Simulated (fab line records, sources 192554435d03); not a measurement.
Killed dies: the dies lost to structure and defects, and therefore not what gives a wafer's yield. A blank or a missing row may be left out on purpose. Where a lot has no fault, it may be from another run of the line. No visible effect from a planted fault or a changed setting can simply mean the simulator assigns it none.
Which tool did it? :: flow n5Finfet :: Sampling: 10 lots, 30 wafers, 5 of 1938 route steps

WHAT THE GAUGES READ, wafer by wafer
N5_BEOL_M10_CD_MEAS_28 targets a cd of 70 nm.
lot: L747
measured: day 10 09:04
on: cdSem-02
cdNm (nm): 69.7 70.5 69.3

lot: L748
measured: day 10 10:26
on: cdSem-02
cdNm (nm): 69.2 71.2 69.6

lot: L753
measured: day 11 20:01
on: cdSem-02
cdNm (nm): 69.6 69.4 68.8

lot: L755
measured: day 11 22:11
on: cdSem-02
cdNm (nm): 68.8 70.9 69.5

lot: L757
measured: day 12 12:52
on: cdSem-01
cdNm (nm): 71.4 70.0 69.7

lot: L760
measured: day 13 16:32
on: cdSem-02
cdNm (nm): 70.0 70.7 69.8

lot: L765
measured: day 14 18:49
on: cdSem-01
cdNm (nm): 67.8 68.4 69.0

lot: L767
measured: day 14 22:07
on: cdSem-01
cdNm (nm): 75.4 75.2 75.9

lot: L768
measured: day 15 03:37
on: cdSem-03
cdNm (nm): 77.1 77.8 77.8

lot: L769
measured: day 16 02:19
on: cdSem-01
cdNm (nm): 67.7 69.4 69.9

TOOL THAT RAN EACH LOT (tool first, then ch and the chambers of the sampled wafers, then the start)
lot: L747
N5_BEOL_M10_DESCUM_16: rieDiel-05 ch 0,1,3, day 10 07:03
N5_BEOL_M10_ETCH_62: rieDiel-05 ch 0,1,3, day 10 07:08
N5_BEOL_M10_STRIP_67: rieDiel-05 ch 0,1,3, day 10 07:17
N5_BEOL_M10_PEB_26: lithoTrack-03 ch 0, day 10 08:59

lot: L748
N5_BEOL_M10_DESCUM_16: rieDiel-04 ch 0,1,2, day 10 08:56
N5_BEOL_M10_ETCH_62: rieDiel-04 ch 0,1,2, day 10 09:01
N5_BEOL_M10_STRIP_67: rieDiel-04 ch 0,1,2, day 10 09:10
N5_BEOL_M10_PEB_26: lithoTrack-01 ch 0, day 10 10:23

lot: L753
N5_BEOL_M10_DESCUM_16: rieDiel-04 ch 0,1,3, day 11 18:17
N5_BEOL_M10_ETCH_62: rieDiel-04 ch 0,1,3, day 11 18:22
N5_BEOL_M10_STRIP_67: rieDiel-04 ch 0,1,3, day 11 18:31
N5_BEOL_M10_PEB_26: lithoTrack-04 ch 0, day 11 19:57

lot: L755
N5_BEOL_M10_DESCUM_16: rieDiel-05 ch 0,1,3, day 11 21:17
N5_BEOL_M10_ETCH_62: rieDiel-05 ch 0,1,3, day 11 21:22
N5_BEOL_M10_STRIP_67: rieDiel-05 ch 0,1,3, day 11 21:31
N5_BEOL_M10_PEB_26: lithoTrack-01 ch 0, day 11 22:07

lot: L757
N5_BEOL_M10_DESCUM_16: rieDiel-05 ch 0,2,3, day 12 11:54
N5_BEOL_M10_ETCH_62: rieDiel-05 ch 0,2,3, day 12 11:59
N5_BEOL_M10_STRIP_67: rieDiel-05 ch 0,2,3, day 12 12:08
N5_BEOL_M10_PEB_26: lithoTrack-01 ch 0, day 12 12:48

lot: L760
N5_BEOL_M10_DESCUM_16: rieDiel-04 ch 1,3, day 13 13:37
N5_BEOL_M10_ETCH_62: rieDiel-04 ch 1,3, day 13 13:42
N5_BEOL_M10_STRIP_67: rieDiel-04 ch 1,3, day 13 13:51
N5_BEOL_M10_PEB_26: lithoTrack-03 ch 0, day 13 16:28

lot: L765
N5_BEOL_M10_DESCUM_16: rieDiel-04 ch 0,1,2, day 14 17:13
N5_BEOL_M10_ETCH_62: rieDiel-04 ch 0,1,2, day 14 17:18
N5_BEOL_M10_STRIP_67: rieDiel-04 ch 0,1,2, day 14 17:27
N5_BEOL_M10_PEB_26: lithoTrack-04 ch 0, day 14 18:44

lot: L767
N5_BEOL_M10_DESCUM_16: rieDiel-01 ch 0,1, day 14 20:19
N5_BEOL_M10_ETCH_62: rieDiel-01 ch 0,1, day 14 20:23
N5_BEOL_M10_STRIP_67: rieDiel-01 ch 0,1, day 14 20:32
N5_BEOL_M10_PEB_26: lithoTrack-03 ch 0, day 14 22:03

lot: L768
N5_BEOL_M10_DESCUM_16: rieDiel-05 ch 0,1,3, day 15 02:51
N5_BEOL_M10_ETCH_62: rieDiel-05 ch 0,1,3, day 15 02:56
N5_BEOL_M10_STRIP_67: rieDiel-05 ch 0,1,3, day 15 03:05
N5_BEOL_M10_PEB_26: lithoTrack-03 ch 0, day 15 03:34

lot: L769
N5_BEOL_M10_DESCUM_16: rieDiel-05 ch 1,2,3, day 16 01:21
N5_BEOL_M10_ETCH_62: rieDiel-05 ch 1,2,3, day 16 01:26
N5_BEOL_M10_STRIP_67: rieDiel-05 ch 1,2,3, day 16 01:35
N5_BEOL_M10_PEB_26: lithoTrack-04 ch 0, day 16 02:14
- N5_BEOL_M10_DESCUM_16: chemistry O2, time 7.9 s.
- N5_BEOL_M10_ETCH_62: etches SOC in N2/H2, target depth 110 nm, overetch 22 nm, time 165 s.
- N5_BEOL_M10_STRIP_67: strips in CF4.
- N5_BEOL_M10_PEB_26: peb time 60 s.

THE ANSWER, worked out from the rows above alone
Rule: the usual values come from the lots themselves. Put in order of their means at a reading, lots are off if they are a third of the lots or fewer, leave a main group of 4 or more, and stand apart from it by a gap of 3 or more times the standard deviation of the main group's means; of several such gaps the widest counts. A main group whose means are all the same, to the digits that the tables above print for the reading, isn't used. Also off: a lot with no number at a reading for which 4 or more lots have one. The other lots that the step has rows for count as sound.
Off at N5_BEOL_M10_CD_MEAS_28 (cdNm): L767, L768. The main group: mean 69.6 nm, standard deviation 0.62.
If a tool, at a process step before that reading, ran all the lots that are off and no sound lot after the first of them, it fits. The gauges at N5_BEOL_M10_CD_MEAS_28 are tried like those tools. One fits: lithoTrack-03 at N5_BEOL_M10_PEB_26. A fault onset in the window from L760 (day 13 16:28, its last sound lot) to L767 (day 14 22:03, its first lot off) fits.

WHAT THE SIMULATOR HAD INSERTED
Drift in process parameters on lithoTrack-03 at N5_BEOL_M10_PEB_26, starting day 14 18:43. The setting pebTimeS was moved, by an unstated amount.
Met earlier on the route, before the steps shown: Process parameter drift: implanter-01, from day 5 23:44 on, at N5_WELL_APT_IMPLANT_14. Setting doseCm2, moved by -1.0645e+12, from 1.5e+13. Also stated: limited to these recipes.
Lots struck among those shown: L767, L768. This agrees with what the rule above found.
